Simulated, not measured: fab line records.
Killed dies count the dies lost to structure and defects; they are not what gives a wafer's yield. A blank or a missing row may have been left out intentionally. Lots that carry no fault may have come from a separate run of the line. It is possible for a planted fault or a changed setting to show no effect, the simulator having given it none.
fab line records	flow nandHarc
record: lots: 24	wafers: 72	lastDay: 24
route steps=1159 shown A_CONTACT@943 A_M0@1013 A_BONDPAD@1060 HYBRID_BOND@1100
lots that met no fault: from a run of the same line without faults
startH: start of the lot's first displayed wafer, in hours after the record's first day	waitH: time in hours since the lot's previous step	" as in the row above	L1.1+2: several wafers, shown together as one row	- either no value or no given start	* or withheld: withheld	< > ~ a bound
route shown NAME@n: NAME is a module with steps in the file, n the number in the route of the first one	usual: average and standard deviation across the fault-free wafers	same: alike in all rows	chamber/n: place in a boat	sites: readings site by site	_std_site: standard deviation across them	_edge_site: the outer-site mean with the inner-site mean subtracted	radiusMm: how far each site lies from the wafer's centre	mask NAME#n: copy n	behind: tool/chamber where the wafer was last shaped	hold: why the lot went on hold/how many hours it stayed there/how the hold came to an end	device: transistor that didn't switch, given as n, p or np	end of line: tests of these same wafers at the route's end	a step without rows: its recipe alone	killed: dies that structure and defects cost at the first sort, which is not the same as the wafer's yield	map: dies across one wafer; x = killed, . = not, _ = none there
set.NAME: the setting that was run; set.NAME@STEP: the one run at that earlier step	model.NAME: the simulator's own value behind a step, which no gauge read
the route's steps for a sample of lots (tables are steps, rows are wafers)
services: when a tool's chamber went out of use (startH, in hours from the record's first day, below 0 if earlier), for how many hours, and the reason
== steps ==
step: NHARC_A_CONTACT_ETCH_134
recipe: sourceW: withheld	pressureMtorr: 20	biasV: withheld	timeS: 140	targetDepthA: 7000	arFlowSccm: withheld	c4f8FlowSccm: withheld	o2FlowSccm: withheld	chemistry: C4F8/O2/Ar
lot.wafer	tool	chamber	startH	waitH	rfHoursCounterH
L075.4	harCapEtch-03	1	385.92	-	-
L075.3	"	0	"	"	-
L075.5	"	0	"	"	-
L076.2	harCapEtch-01	0	385.96	-	57
L076.6	"	0	"	"	-
L076.5	"	1	"	"	-
L074.2	harCapEtch-02	0	390.67	-	14
L074.3	"	1	"	"	-
L074.6	"	0	"	"	-
L079.2	harCapEtch-01	0	398.96	-	61
L079.3	"	1	"	"	-
L079.6	"	1	"	"	-
L078.4	harCapEtch-02	1	402.46	-	-
L078.3	"	0	"	"	-
L078.5	"	1	"	"	-
L080.1	harCapEtch-01	1	406.31	-	61
L080.5	"	0	"	"	-
L080.6	"	1	"	"	-
L077.3	harCapEtch-03	1	412.67	-	-
L077.6	"	1	"	"	-
L077.5	"	0	"	"	-
L081.1	harCapEtch-01	1	421.18	-	63
L081.2	"	0	"	"	63
L081.6	"	1	"	"	-
L082.2	harCapEtch-03	0	434.12	-	96
L082.4	"	0	"	"	-
L082.6	"	0	"	"	-
L083.2	harCapEtch-02	1	434.34	-	21
L083.4	"	0	"	"	-
L083.3	"	1	"	"	-
L084.1	harCapEtch-03	1	443.53	-	97
L084.5	"	1	"	"	-
L084.6	"	0	"	"	-
L085.1	harCapEtch-02	0	461.29	-	24
L085.6	"	1	"	"	-
L085.5	"	0	"	"	-
L086.2	harCapEtch-03	0	462.00	-	100
L086.3	"	1	"	"	-
L086.5	"	0	"	"	-
L087.2	harCapEtch-03	1	468.51	-	101
L087.3	"	1	"	"	-
L087.5	"	0	"	"	-
L091.1	harCapEtch-01	1	481.06	-	75
L091.6	"	1	"	"	-
L091.5	"	0	"	"	-
L090.1	harCapEtch-02	0	482.47	-	30
L090.3	"	1	"	"	-
L090.5	"	0	"	"	-
L089.2	harCapEtch-03	0	485.07	-	107
L089.3	"	1	"	"	-
L089.5	"	1	"	"	-
L088.2	harCapEtch-03	1	489.46	-	107
L088.4	"	0	"	"	-
L088.5	"	0	"	"	-
L093.2	harCapEtch-03	1	491.77	-	108
L093.3	"	0	"	"	-
L093.6	"	0	"	"	-
L092.1	harCapEtch-03	1	496.64	-	109
L092.4	"	0	"	"	-
L092.6	"	0	"	"	-
L094.1	harCapEtch-02	0	497.97	-	33
L094.3	"	0	"	"	-
L094.5	"	0	"	"	-
L096.2	harCapEtch-03	0	499.69	-	110
L096.1	"	1	"	"	110
L096.3	"	0	"	"	-
L095.3	harCapEtch-01	1	503.79	-	-
L095.6	"	0	"	"	-
L095.5	"	1	"	"	-
L097.2	harCapEtch-01	0	525.34	-	83
L097.3	"	0	"	"	-
L097.5	"	0	"	"	-
step: NHARC_A_M0_DEGAS_28
recipe: tempC: 250	timeS: 60
usual: heaterPowerW: 337/37
lot.wafer	tool	chamber	startH	waitH	heaterPowerW
L076.2	pvdSputter-03	-	402.89	-	309
L076.5	"	-	"	"	407
L076.6	"	-	"	"	339
L075.4	pvdSputter-01	-	403.40	-	329
L075.3	"	-	"	"	379
L075.5	"	-	"	"	313
L074.3	pvdSputter-01	-	406.18	-	334
L074.2	"	-	"	"	304
L074.6	"	-	"	"	312
L079.2	pvdSputter-02	-	408.74	-	312
L079.3	"	-	"	"	297
L079.6	"	-	"	"	312
L078.3	pvdSputter-01	-	412.02	-	310
L078.4	"	-	"	"	327
L078.5	"	-	"	"	309
L080.1	pvdSputter-03	-	419.74	-	307
L080.6	"	-	"	"	323
L080.5	"	-	"	"	412
L077.3	pvdSputter-03	-	424.34	-	342
L077.6	"	-	"	"	334
L077.5	"	-	"	"	313
L081.1	pvdSputter-01	-	434.03	-	303
L081.2	"	-	"	"	310
L081.6	"	-	"	"	377
L082.4	pvdSputter-01	-	447.94	-	325
L082.2	"	-	"	"	299
L082.6	"	-	"	"	331
L083.4	pvdSputter-01	-	448.77	-	382
L083.3	"	-	"	"	302
L083.2	"	-	"	"	302
L084.1	pvdSputter-01	-	457.73	-	308
L084.6	"	-	"	"	300
L084.5	"	-	"	"	387
L085.1	pvdSputter-03	-	473.00	-	355
L085.5	"	-	"	"	321
L085.6	"	-	"	"	411
L086.3	pvdSputter-01	-	473.73	-	297
L086.2	"	-	"	"	389
L086.5	"	-	"	"	381
L087.3	pvdSputter-01	-	481.15	-	393
L087.2	"	-	"	"	310
L087.5	"	-	"	"	384
L091.1	pvdSputter-01	-	495.17	-	308
L091.5	"	-	"	"	380
L091.6	"	-	"	"	312
L090.1	pvdSputter-01	-	496.27	-	309
L090.3	"	-	"	"	301
L090.5	"	-	"	"	305
L089.2	pvdSputter-03	-	496.79	-	303
L089.3	"	-	"	"	326
L089.5	"	-	"	"	320
L088.4	pvdSputter-02	-	499.62	-	310
L088.2	"	-	"	"	316
L088.5	"	-	"	"	307
L093.3	pvdSputter-03	-	501.37	-	418
L093.2	"	-	"	"	364
L093.6	"	-	"	"	406
L092.4	pvdSputter-03	-	515.82	-	312
L092.1	"	-	"	"	316
L092.6	"	-	"	"	354
L094.1	pvdSputter-02	-	516.13	-	301
L094.3	"	-	"	"	319
L094.5	"	-	"	"	304
L096.2	pvdSputter-03	-	516.40	-	349
L096.1	"	-	"	"	306
L096.3	"	-	"	"	326
L095.3	pvdSputter-03	-	519.57	-	361
L095.6	"	-	"	"	325
L095.5	"	-	"	"	423
L097.3	pvdSputter-03	-	543.04	-	358
L097.2	"	-	"	"	305
L097.5	"	-	"	"	348
step: NHARC_A_M0_ANNEAL_30
recipe: tempC: 225	timeS: 90
usual: wafer_temp_C_max: 226.3/0.66
lot.wafer	tool	chamber	startH	waitH	wafer_temp_C_max
L076.2	rtpAnneal-02	0	403.75	-	225.8
L076.5	"	0	"	"	226.1
L076.6	"	0	"	"	225.5
L075.3	rtpAnneal-01	0	404.24	0.3	226.9
L075.4	"	0	"	"	227.6
L075.5	"	0	"	"	227.0
L074.2	rtpAnneal-02	0	406.99	0.4	225.6
L074.3	"	0	"	"	225.6
L074.6	"	0	"	"	225.1
L079.2	rtpAnneal-01	0	409.61	-	227.3
L079.3	"	0	"	"	226.5
L079.6	"	0	"	"	227.4
L078.3	rtpAnneal-01	0	412.86	0.3	226.6
L078.4	"	0	"	"	226.8
L078.5	"	0	"	"	226.1
L080.1	rtpAnneal-01	0	420.46	0.3	226.7
L080.5	"	0	"	"	227.8
L080.6	"	0	"	"	226.4
L077.3	rtpAnneal-02	0	425.19	0.3	225.2
L077.5	"	0	"	"	225.9
L077.6	"	0	"	"	225.4
L081.1	rtpAnneal-01	0	434.78	-	226.9
L081.2	"	0	"	"	226.3
L081.6	"	0	"	"	227.4
L082.2	rtpAnneal-02	0	448.91	-	225.5
L082.4	"	0	"	"	225.8
L082.6	"	0	"	"	225.8
L083.2	rtpAnneal-02	0	450.29	-	225.9
L083.3	"	0	"	"	225.8
L083.4	"	0	"	"	225.8
L084.1	rtpAnneal-02	0	458.45	-	225.9
L084.5	"	0	"	"	225.8
L084.6	"	0	"	"	225.6
L085.1	rtpAnneal-02	0	473.73	-	225.8
L085.5	"	0	"	"	225.8
L085.6	"	0	"	"	225.4
L086.2	rtpAnneal-02	0	474.52	-	225.8
L086.3	"	0	"	"	225.7
L086.5	"	0	"	"	225.9
L087.2	rtpAnneal-02	0	481.95	0.3	225.4
L087.3	"	0	"	"	225.9
L087.5	"	0	"	"	225.4
L091.1	rtpAnneal-02	0	495.91	-	225.8
L091.5	"	0	"	"	225.7
L091.6	"	0	"	"	225.9
L090.1	rtpAnneal-02	0	497.01	0.3	225.7
L090.3	"	0	"	"	225.8
L090.5	"	0	"	"	225.8
L089.2	rtpAnneal-01	0	497.61	-	226.5
L089.3	"	0	"	"	226.9
L089.5	"	0	"	"	227.3
L088.2	rtpAnneal-01	0	500.57	0.5	227.3
L088.4	"	0	"	"	227.0
L088.5	"	0	"	"	226.4
L093.2	rtpAnneal-02	0	502.16	-	225.8
L093.3	"	0	"	"	225.7
L093.6	"	0	"	"	225.6
L092.1	rtpAnneal-02	0	516.75	0.5	225.8
L092.4	"	0	"	"	226.2
L092.6	"	0	"	"	226.0
L094.1	rtpAnneal-01	0	516.97	0.3	227.9
L094.3	"	0	"	"	226.6
L094.5	"	0	"	"	227.2
L096.1	rtpAnneal-01	0	517.28	0.4	226.5
L096.2	"	0	"	"	227.2
L096.3	"	0	"	"	226.4
L095.3	rtpAnneal-01	0	520.41	0.3	226.8
L095.5	"	0	"	"	227.0
L095.6	"	0	"	"	226.8
L097.2	rtpAnneal-01	0	543.82	-	227.4
L097.3	"	0	"	"	227.3
L097.5	"	0	"	"	226.7
step: NHARC_A_BONDPAD_CMP_29
recipe: targetThkNm: 200	material: SiCN
usual: motorCurrentA: 13.0/1.3
lot.wafer	tool	chamber	startH	waitH	motorCurrentA
L076.2	cmp-03	1	409.98	-	12.8
L076.6	"	3	"	"	12.9
L076.5	"	0	"	"	14.8
L075.4	cmp-04	2	410.30	-	11.7
L075.3	"	0	"	"	14.6
L075.5	"	1	"	"	15.0
L074.3	cmp-04	0	413.08	-	15.1
L074.2	"	3	"	"	12.0
L074.6	"	1	"	"	14.7
L079.2	cmp-01	1	415.91	-	12.0
L079.3	"	0	"	"	13.8
L079.6	"	1	"	"	13.3
L078.4	cmp-01	2	418.95	-	11.8
L078.3	"	3	"	"	12.9
L078.5	"	0	"	"	13.8
L080.1	cmp-01	0	426.79	-	13.9
L080.6	"	2	"	"	12.0
L080.5	"	3	"	"	13.0
L077.3	cmp-04	0	431.40	-	14.6
L077.6	"	2	"	"	11.6
L077.5	"	3	"	"	12.0
L081.2	cmp-04	2	440.95	-	12.0
L081.1	"	1	"	"	15.5
L081.6	"	2	"	"	11.7
L082.2	cmp-03	0	455.04	-	14.6
L082.4	"	1	"	"	13.4
L082.6	"	3	"	"	13.9
L083.4	cmp-04	0	456.81	-	14.5
L083.2	"	2	"	"	11.7
L083.3	"	3	"	"	11.9
L084.1	cmp-01	0	464.69	-	13.9
L084.6	"	0	"	"	13.1
L084.5	"	1	"	"	12.4
L085.1	cmp-03	2	480.57	-	10.6
L085.5	"	3	"	"	13.8
L085.6	"	0	"	"	15.7
L086.2	cmp-04	0	480.86	-	15.2
L086.3	"	2	"	"	11.1
L086.5	"	3	"	"	11.9
L087.3	cmp-04	1	488.12	-	14.4
L087.2	"	2	"	"	12.1
L087.5	"	0	"	"	14.6
L091.1	cmp-01	2	502.34	-	12.6
L091.6	"	1	"	"	12.1
L091.5	"	2	"	"	11.9
L090.1	cmp-01	1	503.48	-	12.4
L090.3	"	0	"	"	13.6
L090.5	"	1	"	"	12.3
L089.2	cmp-03	3	503.75	-	13.3
L089.3	"	0	"	"	14.9
L089.5	"	3	"	"	13.6
L088.4	cmp-01	3	507.54	-	13.0
L088.2	"	0	"	"	13.7
L088.5	"	0	"	"	13.6
L093.2	cmp-04	1	508.26	-	14.3
L093.3	"	3	"	"	11.5
L093.6	"	2	"	"	10.9
L094.1	cmp-04	1	523.54	-	15.3
L094.3	"	3	"	"	12.9
L094.5	"	1	"	"	14.7
L092.4	cmp-03	1	523.72	-	13.6
L092.1	"	3	"	"	13.5
L092.6	"	1	"	"	13.1
L096.3	cmp-01	2	524.08	-	12.3
L096.1	"	3	"	"	12.4
L096.2	"	0	"	"	13.4
L095.3	cmp-01	1	526.37	-	12.9
L095.5	"	1	"	"	12.5
L095.6	"	2	"	"	12.1
L097.3	cmp-01	3	549.99	-	13.3
L097.2	"	0	"	"	14.1
L097.5	"	3	"	"	12.5
step: NHARC_A_BONDPAD_PRE_CLEAN_26
recipe: timeS: 30	tempC: 280	gas: H2/He
usual: heaterPowerW: 406/43
lot.wafer	tool	chamber	startH	waitH	heaterPowerW
L076.2	pvdSputter-02	-	-	-	384
L076.5	"	-	"	"	372
L076.6	"	-	"	"	409
L075.4	pvdSputter-03	-	-	-	382
L075.3	"	-	"	"	422
L075.5	"	-	"	"	383
L074.3	pvdSputter-03	-	-	-	498
L074.2	"	-	"	"	407
L074.6	"	-	"	"	514
L079.3	pvdSputter-02	-	-	-	411
L079.2	"	-	"	"	389
L079.6	"	-	"	"	417
L078.3	pvdSputter-03	-	-	-	398
L078.4	"	-	"	"	414
L078.5	"	-	"	"	505
L080.1	pvdSputter-02	-	-	-	377
L080.5	"	-	"	"	413
L080.6	"	-	"	"	393
L077.3	pvdSputter-02	-	-	-	394
L077.5	"	-	"	"	391
L077.6	"	-	"	"	360
L081.1	pvdSputter-02	-	-	-	368
L081.2	"	-	"	"	406
L081.6	"	-	"	"	389
L082.4	pvdSputter-02	-	-	-	383
L082.2	"	-	"	"	374
L082.6	"	-	"	"	388
L083.4	pvdSputter-02	-	-	-	383
L083.3	"	-	"	"	384
L083.2	"	-	"	"	409
L084.1	pvdSputter-01	-	-	-	397
L084.6	"	-	"	"	378
L084.5	"	-	"	"	402
L085.1	pvdSputter-03	-	-	-	385
L085.5	"	-	"	"	392
L085.6	"	-	"	"	524
L086.3	pvdSputter-01	-	-	-	372
L086.2	"	-	"	"	371
L086.5	"	-	"	"	468
L087.3	pvdSputter-01	-	-	-	410
L087.2	"	-	"	"	367
L087.5	"	-	"	"	394
L091.1	pvdSputter-03	-	-	-	372
L091.5	"	-	"	"	382
L091.6	"	-	"	"	511
L089.2	pvdSputter-02	-	-	-	367
L089.3	"	-	"	"	375
L089.5	"	-	"	"	363
L090.1	pvdSputter-03	-	-	-	366
L090.3	"	-	"	"	435
L090.5	"	-	"	"	395
L088.4	pvdSputter-01	-	-	-	403
L088.2	"	-	"	"	476
L088.5	"	-	"	"	392
L093.2	pvdSputter-03	-	-	-	448
L093.3	"	-	"	"	373
L093.6	"	-	"	"	438
L092.4	pvdSputter-02	-	-	-	373
L092.1	"	-	"	"	420
L092.6	"	-	"	"	386
L094.1	pvdSputter-01	-	-	-	393
L094.3	"	-	"	"	400
L094.5	"	-	"	"	384
L096.2	pvdSputter-03	-	-	-	444
L096.1	"	-	"	"	398
L096.3	"	-	"	"	523
L095.3	pvdSputter-01	-	-	-	392
L095.6	"	-	"	"	471
L095.5	"	-	"	"	333
L097.3	pvdSputter-03	-	-	-	387
L097.2	"	-	"	"	444
L097.5	"	-	"	"	395
step: NHARC_HYBRID_BOND_INSPECT_06
recipe: inspectInstrument: irVoid
usual: rawDefectCount: 32/12
lot.wafer	tool	chamber	startH	waitH	rawDefectCount
L076.2	defectInspect-02	-	421.84	0.1	27
L076.5	"	-	"	"	29
L076.6	"	-	"	"	23
L075.3	defectInspect-01	-	421.87	0.1	29
L075.4	"	-	"	"	38
L075.5	"	-	"	"	42
L074.2	defectInspect-01	-	428.06	0.1	18
L074.3	"	-	"	"	7
L074.6	"	-	"	"	15
L079.2	defectInspect-02	-	428.06	0.1	22
L079.3	"	-	"	"	29
L079.6	"	-	"	"	16
L078.3	defectInspect-01	-	434.82	0.1	21
L078.4	"	-	"	"	24
L078.5	"	-	"	"	34
L080.1	defectInspect-02	-	441.65	0.0	30
L080.5	"	-	"	"	37
L080.6	"	-	"	"	33
L077.3	defectInspect-01	-	441.66	0.1	13
L077.5	"	-	"	"	18
L077.6	"	-	"	"	14
L081.1	defectInspect-02	-	457.04	0.0	37
L081.2	"	-	"	"	32
L081.6	"	-	"	"	28
L082.2	defectInspect-02	-	469.60	0.1	31
L082.4	"	-	"	"	53
L082.6	"	-	"	"	46
L083.2	defectInspect-01	-	469.60	0.1	32
L083.3	"	-	"	"	20
L083.4	"	-	"	"	21
L084.1	defectInspect-01	-	479.98	0.0	42
L084.5	"	-	"	"	36
L084.6	"	-	"	"	33
L085.1	defectInspect-01	-	497.29	0.0	28
L085.5	"	-	"	"	20
L085.6	"	-	"	"	29
L086.2	defectInspect-02	-	497.29	0.1	23
L086.3	"	-	"	"	23
L086.5	"	-	"	"	18
L087.2	defectInspect-02	-	501.66	0.1	38
L087.3	"	-	"	"	34
L087.5	"	-	"	"	40
L091.1	defectInspect-02	-	520.73	0.0	42
L091.5	"	-	"	"	41
L091.6	"	-	"	"	39
L089.2	defectInspect-01	-	520.73	0.1	34
L089.3	"	-	"	"	45
L089.5	"	-	"	"	37
L090.1	defectInspect-02	-	520.75	0.1	35
L090.3	"	-	"	"	31
L090.5	"	-	"	"	31
L088.2	defectInspect-01	-	520.76	0.1	17
L088.4	"	-	"	"	17
L088.5	"	-	"	"	21
L093.2	defectInspect-02	-	520.78	0.1	61
L093.3	"	-	"	"	51
L093.6	"	-	"	"	48
L092.1	defectInspect-01	-	537.26	0.0	26
L092.4	"	-	"	"	29
L092.6	"	-	"	"	38
L094.1	defectInspect-02	-	537.27	0.0	26
L094.3	"	-	"	"	20
L094.5	"	-	"	"	21
L096.1	defectInspect-01	-	537.29	0.1	49
L096.2	"	-	"	"	63
L096.3	"	-	"	"	40
L095.3	defectInspect-02	-	537.30	0.1	44
L095.5	"	-	"	"	46
L095.6	"	-	"	"	35
L097.2	defectInspect-02	-	561.40	0.1	38
L097.3	"	-	"	"	41
L097.5	"	-	"	"	46
== services ==
tool	chamber	startH	hours	kind
pvdSputter-03	-	373.03	21.3	repair
cmp-04	-	373.42	2.4	repair
cmp-01	-	375.50	4.0	pm
cmp-01	-	379.50	-	consumableReplace:conditioner
cmp-01	-	379.50	-	consumableReplace:pad
pvdSputter-02	-	381.98	14.3	repair
pvdSputter-02	-	396.29	10.0	pm
cmp-04	-	399.08	4.0	pm
pvdSputter-01	-	437.04	1.4	repair
harCapEtch-02	-	439.59	0.3	repair
harCapEtch-01	-	440.34	0.3	repair
cmp-03	-	450.16	4.0	pm
pvdSputter-03	-	458.00	10.0	pm
cmp-01	-	473.50	4.0	pm
cmp-04	-	497.19	4.0	pm
cmp-04	-	502.11	1.0	repair
pvdSputter-01	-	503.72	3.3	repair
pvdSputter-01	-	514.01	10.0	pm
cmp-04	-	537.42	2.9	repair
pvdSputter-02	-	541.73	32.2	repair
harCapEtch-03	-	545.00	17.0	pm
harCapEtch-03	0	545.00	17.0	ventCycle
harCapEtch-03	1	545.00	17.0	ventCycle
cmp-03	-	548.17	4.0	pm
== key ==
fault none
